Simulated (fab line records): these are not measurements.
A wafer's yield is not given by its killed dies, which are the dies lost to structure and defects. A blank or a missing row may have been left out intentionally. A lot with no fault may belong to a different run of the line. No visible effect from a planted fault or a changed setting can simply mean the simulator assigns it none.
Struck lot and sound lot, side by side || flow nand harc || 25 steps out of a route of 1302
Sound: these wafers, L881.3, L881.4, L881.6. Struck: wafers L872.3, L872.5, L872.6. The cause is given at the end.
At each step with rows: each side's tool, then ch and its chambers, then its first start. Under that, the readings that differ: sound wafers || struck wafers || difference of the means || sigmas: that difference in standard deviations of wafers without a fault.
alike: a reading whose means differ by less than 2 such deviations, as well as words and numbers matching on both sides. not compared: withheld readings; readings where some wafer has no value; bounds like >300 that might hide an equal value; numbers whose values overlap and for which the record gives no deviation.
A row with sigmas, a row that says differs or no value, or rows on one side alone: a step with any of these is where the two part. Non-overlapping numbers with no deviation appear without sigmas and do not part them. Lack of a reading on every wafer of one side parts them only where that side has two or more wafers.

first, 5 steps without rows for these wafers: NHARC_A_SLIT_SOFTBAKE_04 (time 55 s); NHARC_A_SLIT_EBR_05; NHARC_A_SLIT_EXPOSE_06 (exposes mask SLIT); NHARC_A_SLIT_PEB_07 (peb time 65 s); NHARC_A_SLIT_DEVELOP_08 (develop time 35 s).
NHARC_A_SLIT_CD_MEAS_09: the cd target is 300 nm.
  sound on cd sem-03 ch 0, day 26 09:04; struck on cd sem-01 ch 0, day 23 00:02
  alike: cd nm
NHARC_A_SLIT_OVL_MEAS_10:
  sound on overlay-01 at day 26 09:08; struck on overlay-02 at day 23 00:07
  alike: overlay x nm, overlay y nm
NHARC_A_SLIT_INSPECT_11:
  sound on defect inspect-01 at day 26 09:11; struck on defect inspect-02 at day 23 00:10
  alike: raw defect count
NHARC_A_SLIT_DESCUM_14: chemistry O2, time 3 s.
  sound on rie diel-09 ch 0,1,3, day 26 09:15; struck on rie diel-04 ch 0,3, day 23 00:13
  alike: drypump motor current A, oes product au, rf vpp V, showerhead plenum p Torr, throttle valve pct
  not compared: rf hours counter h
NHARC_A_SLIT_ETCH_24: etches the open film in CF4/CHF3, target depth 121 nm, time 60.5 s.
  sound on rie diel-09 ch 0,1,3, day 26 09:20; struck on rie diel-04 ch 0,1,3, day 23 00:20
  alike: drypump motor current A, oes product au, rf vpp V, showerhead plenum p Torr, throttle valve pct
  not compared: rf hours counter h
NHARC_A_SLIT_ETCH_15: etches the open film in O2/COS, target depth 6200 nm, time 1612 s.
  sound: rie diel-09 ch 0,2; struck: rie diel-04 ch 0,1,3
{"reading": "showerhead plenum p Torr (Torr)", "sound": "2.92 2.93 2.93", "struck": "3.21 3.23 3.09", "difference": "+0.25", "sigmas": "+2"}
  alike: drypump motor current A, oes product au, rf vpp V, throttle valve pct
  not compared: rf hours counter h
then, 1 step without rows for these wafers: NHARC_A_SLIT_ETCH_17 (etches the open film in C4F8/O2/Ar, time 4254.5 s, target depth 20300 nm).
NHARC_A_SLIT_ETCH_26: etches the open film in C4F8/O2/Ar, time 90 s, target depth 400 nm.
  sound on har etch-01 ch 0,1, day 26 14:09; struck on har etch-02 ch 0,1, day 23 05:26
  alike: drypump motor current A, showerhead plenum p Torr, throttle valve pct
  not compared: rf hours counter h
then, 1 step without rows for these wafers: NHARC_A_SLIT_STRIP_28 (strips in O2/COS).
NHARC_A_SLIT_ETCH_29: etches the open film in CF4/O2, target depth 100 nm, overetch 10 nm, time 55 s.
  sound on rie diel-09 ch 0,1, day 26 14:59; struck on rie diel-07 ch 1,2, day 23 06:16
{"reading": "rf vpp V (V)", "sound": "195.4 194.4 197.3", "struck": "199.4 200.4 199.1", "difference": "+3.9", "sigmas": "+3"}
  alike: drypump motor current A, oes product au, showerhead plenum p Torr, throttle valve pct
  not compared: rf hours counter h
then, 3 steps without rows for these wafers: NHARC_A_SLIT_STRIP_18 (strips in O2); NHARC_A_SLIT_PRECLEAN_19 (cleans in SC1); NHARC_A_SLIT_SRD_20.
NHARC_A_SLIT_CD_MEAS_21:
  sound on cd sem-03 at day 26 15:33; struck on cd sem-03 at day 23 06:48
  alike: cd nm
then, 3 steps without rows for these wafers: NHARC_A_SIN_REMOVE_WET_00 (chemistry H3PO4, time 15300 s); NHARC_A_SIN_REMOVE_PRECLEAN_01 (cleans in SC1); NHARC_A_SIN_REMOVE_SRD_02.
NHARC_A_SIN_REMOVE_INSPECT_04:
  sound on defect inspect-01 at day 26 22:10; struck on defect inspect-02 at day 23 13:31
{"reading": "raw defect count", "sound": "271 309 364", "struck": "789 748 727", "difference": "+440", "sigmas": "+5"}
NHARC_A_WL_FILL_ALD_00: deposits Al2O3, target thk 3 nm, pulse time 3 s, ald cycles 30.
  sound on ald hk-01 ch 2,3, day 26 22:23; struck on ald hk-01 ch 0,2,3, day 23 13:56
  alike: heater power w, precursor pulse height rel
-- record jumps: 4 days between struck wafers' starts before vs after; left off in module A_WL_FILL, resumes in module END, first step shown is number 1302 of the route --
NHARC_END_SORT_01:
  the record has rows for the struck wafers here (prober-01 ch 0, day 27 16:19) and none for the sound ones

== WHERE THEY PART ==
First at NHARC_A_SLIT_ETCH_15; last, within this record, at NHARC_END_SORT_01.

WHY: what the simulator had put in
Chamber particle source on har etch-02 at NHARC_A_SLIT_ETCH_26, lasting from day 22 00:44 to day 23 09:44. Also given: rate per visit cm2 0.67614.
